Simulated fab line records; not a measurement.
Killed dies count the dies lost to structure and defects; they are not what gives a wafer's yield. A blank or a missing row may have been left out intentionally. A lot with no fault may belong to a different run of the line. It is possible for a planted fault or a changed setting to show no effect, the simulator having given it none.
fab line records | flow n5Finfet | part 2 of 2: steps 18 to 28 of 28
record lots=5 | wafers=15 | lastDay=18
route steps=1938 shown BEOL_M0_CUTY@714 BEOL_M0@715
lots untouched by any fault: they come from a run of this same line in which no faults occurred
startH: hours from the record's first day to the start of the lot's first wafer shown | waitH: hours since the lot's step before | " as in the row above | L1.1+2: a row that stands for several wafers | - value missing, or start not given | * or withheld: withheld | < > ~ a bound
route shown NAME@n: NAME is a module with steps in the file, n the number in the route of the first one | usual: mean/standard deviation of fault-free wafers | same: alike in all rows | chamber/n: place in a boat | sites: per-site readings | _std_site: their standard deviation | _edge_site: outer sites' mean less inner sites' | radiusMm: for every site, how far away it sits from the centre of the wafer | mask NAME#n: copy n | behind: the most recent tool/chamber to have shaped the wafer | hold: why the lot went on hold/how many hours it stayed there/how the hold came to an end | device: the n, p or np transistor that did not switch | end of line: tests of these same wafers at the route's end | step lacking rows: just its recipe | killed: at the first sort, the dies lost to defects and structure; wafer yield is something else | map: per-die view of a wafer (x killed, . not killed, _ where there is no die)
set.NAME: the setting the step ran with; set.NAME@STEP: the setting that earlier step ran with | model.NAME: the simulator's own value behind a step, which no gauge read
lots at some steps of the route; a table a step, a row a wafer
services: from which hour (startH, from the record's first day; less than 0 if before it) a tool's chamber was out of use, for how many hours, and why
## steps
# step N5_BEOL_M0_ALD_136
# recipe material=TaN | targetThkA=* | tempC=275 | aldPrecursorFamily=PDMAT | aldCoReactant=NH3 | pressureTorr=3 | carrierFlowSccm=1500 | pulseTimeS=2 | purgeTimeS=3 | coReactantPurgeTimeS=2 | coReactantPulseTimeS=3 | aldCycles=30 | precursorVesselTempC=75 | precursorVesselPressureTorr=26.25 | precursorVesselCarrierSccm=1000
# usual heaterPowerW=418/48 | precursorVesselCarrierSccm=1000.3/2.9
# same purgeTimeS=3
lot.wafer | tool        | chamber | startH | waitH | heaterPowerW | precursorVesselCarrierSccm | sinceWetCleanH
L077.1    | aldMetal-03 | 2       | 139.68 | 0.0   | 453          | 997.3                      | 1341
L077.3    | "           | 1       | "      | "     | 467          | 996.8                      | 1341
L077.6    | "           | 1       | "      | "     | 478          | 1003.0                     | -
L085.1    | aldMetal-01 | 0       | 245.21 | 0.0   | 367          | 996.6                      | 6062
L085.3    | "           | 1       | "      | "     | 397          | 1002.7                     | 6062
L085.5    | "           | 0       | "      | "     | 361          | 998.9                      | -
L091.4    | aldMetal-03 | 3       | 249.33 | 0.0   | 404          | 1000.1                     | 1451
L091.5    | "           | 2       | "      | "     | 456          | 999.8                      | -
L091.6    | "           | 1       | "      | "     | 464          | 1003.0                     | -
L092.1    | aldMetal-01 | 3       | 249.49 | 0.0   | 467          | 1002.2                     | 6066
L092.3    | "           | 1       | "      | "     | 390          | 1005.1                     | 6066
L092.5    | "           | 3       | "      | "     | 471          | 1004.8                     | -
L096.2    | aldMetal-02 | 0       | 251.04 | 0.1   | 419          | 1000.7                     | 2991
L096.3    | "           | 2       | "      | "     | 503          | 996.0                      | 2991
L096.6    | "           | 1       | "      | "     | 379          | 1002.1                     | -
# step N5_BEOL_M0_SURFACE_TREAT_137
# recipe gas=Ar | timeS=* | ionEnergyEv=* | ionCurrentMaCm2=0.5 | pressureMtorr=* | arFlowSccm=30
# usual throttleValvePct=*
lot.wafer | tool          | chamber | startH | waitH | throttleValvePct
L077.1    | pvdSputter-03 | -       | 140.04 | 0.3   | *
L077.3    | "             | -       | "      | "     | *
L077.6    | "             | -       | "      | "     | *
L085.1    | pvdSputter-03 | -       | 245.43 | 0.1   | *
L085.3    | "             | -       | "      | "     | *
L085.5    | "             | -       | "      | "     | *
L091.4    | pvdSputter-01 | -       | 249.59 | 0.2   | *
L091.5    | "             | -       | "      | "     | *
L091.6    | "             | -       | "      | "     | *
L092.1    | pvdSputter-01 | -       | 249.79 | 0.2   | *
L092.3    | "             | -       | "      | "     | *
L092.5    | "             | -       | "      | "     | *
L096.2    | pvdSputter-02 | -       | 251.52 | 0.4   | *
L096.3    | "             | -       | "      | "     | *
L096.6    | "             | -       | "      | "     | *
# step N5_BEOL_M0_CVD_115
# recipe material=Co | targetThkA=* | tempC=withheld | precursor=CCTBA/H2 | pressureTorr=30 | timeS=120
lot.wafer | tool     | chamber | startH | waitH | sinceWetCleanH
L077.1    | cvdCo-02 | 2       | 140.21 | 0.2   | 441
L077.3    | "        | 0       | "      | "     | 900
L077.6    | "        | 0       | "      | "     | -
L085.1    | cvdCo-01 | 0       | 245.50 | 0.0   | 787
L085.3    | "        | 2       | "      | "     | 328
L085.5    | "        | 1       | "      | "     | -
L091.4    | cvdCo-01 | 1       | 249.70 | 0.1   | -
L091.5    | "        | 2       | "      | "     | -
L091.6    | "        | 0       | "      | "     | -
L092.1    | cvdCo-01 | 0       | 249.85 | 0.0   | 791
L092.3    | "        | 2       | "      | "     | 332
L092.5    | "        | 1       | "      | "     | -
L096.2    | cvdCo-02 | 0       | 251.81 | 0.3   | 1012
L096.3    | "        | 2       | "      | "     | 552
L096.6    | "        | 0       | "      | "     | -
# step N5_BEOL_M0_SPUTTER_116
# recipe material=Cu | targetThkA=40 | tempC=-20 | chamberPressurePa=0.07 | powerW=withheld | timeS=7.37
# usual throttleValvePct=29.8/1
lot.wafer | tool          | chamber | startH | waitH | throttleValvePct
L077.1    | pvdSputter-02 | -       | 142.23 | 2.0   | 28.4
L077.3    | "             | -       | "      | "     | 30.4
L077.6    | "             | -       | "      | "     | 29.2
L085.1    | pvdSputter-03 | -       | 245.60 | 0.1   | 31.3
L085.3    | "             | -       | "      | "     | 30.8
L085.5    | "             | -       | "      | "     | 30.8
L091.4    | pvdSputter-01 | -       | 249.83 | 0.1   | 31.1
L091.5    | "             | -       | "      | "     | 30.2
L091.6    | "             | -       | "      | "     | 30.6
L092.1    | pvdSputter-02 | -       | 250.07 | 0.2   | 29.2
L092.3    | "             | -       | "      | "     | 30.8
L092.5    | "             | -       | "      | "     | 29.3
L096.2    | pvdSputter-02 | -       | 252.36 | 0.5   | 28.3
L096.3    | "             | -       | "      | "     | 29.1
L096.6    | "             | -       | "      | "     | 28.2
# step N5_BEOL_M0_ANNEAL_117
# recipe tempC=400 | timeS=60 | ambient=vacuum
# usual heaterPowerW=829/46
lot.wafer | tool          | chamber | startH | waitH | heaterPowerW
L077.1    | pvdSputter-02 | -       | 142.32 | 0.0   | 827
L077.3    | "             | -       | "      | "     | 793
L077.6    | "             | -       | "      | "     | 778
L085.1    | pvdSputter-03 | -       | 245.68 | 0.0   | 810
L085.3    | "             | -       | "      | "     | 891
L085.5    | "             | -       | "      | "     | 883
L091.4    | pvdSputter-01 | -       | 249.91 | 0.0   | 758
L091.5    | "             | -       | "      | "     | 812
L091.6    | "             | -       | "      | "     | 819
L092.1    | pvdSputter-02 | -       | 250.15 | 0.0   | 847
L092.3    | "             | -       | "      | "     | 780
L092.5    | "             | -       | "      | "     | 783
L096.2    | pvdSputter-02 | -       | 252.44 | 0.0   | 803
L096.3    | "             | -       | "      | "     | 873
L096.6    | "             | -       | "      | "     | 822
# step N5_BEOL_M0_SPUTTER_132
# recipe material=Cu | targetThkA=40 | tempC=-20 | chamberPressurePa=0.07 | powerW=withheld | timeS=7.37
# usual throttleValvePct=29.8/1
lot.wafer | tool          | chamber | startH | waitH | throttleValvePct
L077.1    | pvdSputter-02 | -       | 142.36 | 0.0   | 28.4
L077.3    | "             | -       | "      | "     | 30.6
L077.6    | "             | -       | "      | "     | 29.1
L085.1    | pvdSputter-03 | -       | 245.72 | 0.0   | 31.2
L085.3    | "             | -       | "      | "     | 31.0
L085.5    | "             | -       | "      | "     | 30.8
L091.4    | pvdSputter-01 | -       | 249.95 | 0.0   | 31.5
L091.5    | "             | -       | "      | "     | 29.9
L091.6    | "             | -       | "      | "     | 30.2
L092.1    | pvdSputter-02 | -       | 250.19 | 0.0   | 29.3
L092.3    | "             | -       | "      | "     | 30.4
L092.5    | "             | -       | "      | "     | 28.9
L096.2    | pvdSputter-02 | -       | 252.48 | 0.0   | 28.5
L096.3    | "             | -       | "      | "     | 29.4
L096.6    | "             | -       | "      | "     | 28.3
# step N5_BEOL_M0_ANNEAL_133
# recipe tempC=400 | timeS=60 | ambient=vacuum
# usual heaterPowerW=829/45
lot.wafer | tool          | chamber | startH | waitH | heaterPowerW
L077.1    | pvdSputter-02 | -       | 142.45 | 0.0   | 818
L077.3    | "             | -       | "      | "     | 784
L077.6    | "             | -       | "      | "     | 790
L085.1    | pvdSputter-03 | -       | 245.80 | 0.0   | 796
L085.3    | "             | -       | "      | "     | 900
L085.5    | "             | -       | "      | "     | 898
L091.4    | pvdSputter-01 | -       | 250.03 | 0.0   | 734
L091.5    | "             | -       | "      | "     | 784
L091.6    | "             | -       | "      | "     | 825
L092.1    | pvdSputter-02 | -       | 250.27 | 0.0   | 865
L092.3    | "             | -       | "      | "     | 774
L092.5    | "             | -       | "      | "     | 786
L096.2    | pvdSputter-02 | -       | 252.56 | 0.0   | 809
L096.3    | "             | -       | "      | "     | 859
L096.6    | "             | -       | "      | "     | 817
# step N5_BEOL_M0_SPUTTER_134
# recipe material=Cu | targetThkA=40 | tempC=-20 | chamberPressurePa=0.07 | powerW=withheld | timeS=7.37
# usual throttleValvePct=29.8/0.98
lot.wafer | tool          | chamber | startH | waitH | throttleValvePct
L077.1    | pvdSputter-02 | -       | 142.49 | 0.0   | 28.1
L077.3    | "             | -       | "      | "     | 30.6
L077.6    | "             | -       | "      | "     | 29.0
L085.1    | pvdSputter-03 | -       | 245.84 | 0.0   | 31.3
L085.3    | "             | -       | "      | "     | 30.9
L085.5    | "             | -       | "      | "     | 30.8
L091.4    | pvdSputter-01 | -       | 250.07 | 0.0   | 31.3
L091.5    | "             | -       | "      | "     | 30.1
L091.6    | "             | -       | "      | "     | 30.3
L092.1    | pvdSputter-02 | -       | 250.31 | 0.0   | 29.1
L092.3    | "             | -       | "      | "     | 30.5
L092.5    | "             | -       | "      | "     | 28.9
L096.2    | pvdSputter-02 | -       | 252.60 | 0.0   | 28.3
L096.3    | "             | -       | "      | "     | 29.1
L096.6    | "             | -       | "      | "     | 28.4
# step N5_BEOL_M0_ANNEAL_135
# recipe tempC=400 | timeS=60 | ambient=vacuum
# usual heaterPowerW=830/45
lot.wafer | tool          | chamber | startH | waitH | heaterPowerW
L077.1    | pvdSputter-02 | -       | 142.58 | 0.0   | 837
L077.3    | "             | -       | "      | "     | 796
L077.6    | "             | -       | "      | "     | 789
L085.1    | pvdSputter-03 | -       | 245.92 | 0.0   | 842
L085.3    | "             | -       | "      | "     | 903
L085.5    | "             | -       | "      | "     | 911
L091.4    | pvdSputter-01 | -       | 250.15 | 0.0   | 745
L091.5    | "             | -       | "      | "     | 818
L091.6    | "             | -       | "      | "     | 846
L092.1    | pvdSputter-02 | -       | 250.39 | 0.0   | 840
L092.3    | "             | -       | "      | "     | 776
L092.5    | "             | -       | "      | "     | 802
L096.2    | pvdSputter-02 | -       | 252.68 | 0.0   | 803
L096.3    | "             | -       | "      | "     | 876
L096.6    | "             | -       | "      | "     | 800
# step N5_BEOL_M0_SPUTTER_141
# recipe material=Cu | targetThkA=40 | tempC=-20 | chamberPressurePa=0.07 | powerW=withheld | timeS=7.37
# usual throttleValvePct=29.9/1
lot.wafer | tool          | chamber | startH | waitH | throttleValvePct
L077.1    | pvdSputter-02 | -       | 142.62 | 0.0   | 28.5
L077.3    | "             | -       | "      | "     | 30.6
L077.6    | "             | -       | "      | "     | 29.1
L085.1    | pvdSputter-03 | -       | 245.96 | 0.0   | 31.4
L085.3    | "             | -       | "      | "     | 30.9
L085.5    | "             | -       | "      | "     | 31.0
L091.4    | pvdSputter-01 | -       | 250.19 | 0.0   | 31.1
L091.5    | "             | -       | "      | "     | 30.3
L091.6    | "             | -       | "      | "     | 30.4
L092.1    | pvdSputter-02 | -       | 250.43 | 0.0   | 29.6
L092.3    | "             | -       | "      | "     | 30.4
L092.5    | "             | -       | "      | "     | 29.1
L096.2    | pvdSputter-02 | -       | 252.72 | 0.0   | 28.4
L096.3    | "             | -       | "      | "     | 29.0
L096.6    | "             | -       | "      | "     | 28.4
# step N5_BEOL_M0_ECD_118
# recipe material=Cu | targetThkA=3000
lot.wafer  | tool     | chamber | startH | waitH
L077.1+3+6 | ecdCu-02 | 1,0,0   | 142.75 | 0.1
L085.1+3+5 | ecdCu-02 | 1,0,0   | 246.07 | 0.1
L091.4+5+6 | ecdCu-02 | 1,1,0   | 250.32 | 0.1
L092.1+3+5 | ecdCu-01 | 1,0,1   | 250.55 | 0.1
L096.2+3+6 | ecdCu-02 | 1,0,1   | 252.84 | 0.1
## services
tool        | chamber | startH | hours | kind
ecdCu-01    | -       | 119.75 | 11.2  | repair
rieMetal-01 | -       | 127.81 | 0.4   | repair
rieMetal-01 | 1       | 141.82 | 15.0  | repair
rieMetal-02 | -       | 144.10 | 1.1   | repair
ecdCu-01    | -       | 153.04 | 0.4   | repair
aldMetal-03 | -       | 161.14 | 1.1   | repair
rieDiel-02  | 1       | 162.01 | 21.4  | repair
rieMetal-02 | -       | 165.01 | 0.2   | repair
ecdCu-01    | -       | 173.76 | 0.8   | repair
cvdCo-01    | -       | 177.96 | 0.5   | repair
rieDiel-02  | 3       | 179.16 | 26.0  | repair
cvdCo-02    | -       | 180.74 | 0.7   | repair
rieDiel-04  | -       | 181.13 | 14.6  | pm
aldMetal-02 | 0       | 184.41 | 9.5   | repair
rieMetal-03 | 1       | 192.54 | 5.3   | repair
ecdCu-02    | -       | 198.23 | 1.3   | repair
rieMetal-02 | -       | 205.98 | 2.8   | pm
cvdCo-01    | 0       | 228.17 | 7.7   | repair
ecdCu-02    | -       | 229.66 | 4.0   | pm
aldMetal-01 | -       | 231.08 | 2.8   | pm
wetBench-06 | -       | 236.80 | 1.9   | pm
rieMetal-02 | 1       | 239.77 | 14.1  | repair
wetBench-06 | -       | 240.43 | 2.1   | repair
rieDiel-03  | -       | 246.82 | 1.1   | repair
